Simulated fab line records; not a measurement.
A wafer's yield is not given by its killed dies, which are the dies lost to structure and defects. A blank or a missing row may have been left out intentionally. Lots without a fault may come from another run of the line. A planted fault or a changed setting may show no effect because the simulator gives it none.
Matching of chambers ; flow n5Finfet ; N5_BEOL_M9_PECVD_70 on pecvd-04 has 3 sister chambers
The step deposits SiO2 from TEOS/O2, target thk 20 nm, time 22.7 s. 6 wafers are shown with their chamber, then 7 later ones without.

WAFERS, EACH WITH ITS CHAMBER
wafer;chamber;throttleValvePct (%);showerheadPlenumPTorr (Torr)
L081.4;0;24.9;8.78
L086.1;1;24.3;8.69
L086.3;2;21.0;8.78
L086.5;0;24.9;8.79
L087.2;2;21.2;8.76
L087.5;1;24.5;8.69

WAFERS WITHOUT THEIR CHAMBER
wafer;throttleValvePct (%);showerheadPlenumPTorr (Torr)
L087.6;24.8;8.76
L089.1;25.1;8.79
L089.2;21.2;8.77
L089.6;25.0;8.80
L094.2;24.9;8.80
L094.4;25.3;8.79
L094.6;24.5;8.70

EACH ONE'S CHAMBER
wafer;from the rows above;in truth
L087.6;0;0
L089.1;0;0
L089.2;2;2
L089.6;0;0
L094.2;0;0
L094.4;0;0
L094.6;1;1
7 of 7 placed correctly. Number that these rows cannot place: 0. Placed wrongly: 0.
How it was worked out, from the rows above alone: a wafer's distance from a chamber is the root of the sum, over the readings, of the square of ((its reading less the chamber's mean) divided by the reading's scatter). If the next closest chamber is less than 2 further off than the closest, the wafer can't be placed; otherwise it belongs to the closest. Each chamber's mean is taken over the wafers shown for it. How the scatter is found: for the shown wafers, subtract from each reading the mean of its chamber, square and add these, divide the total by (wafers less chambers), then take the root.
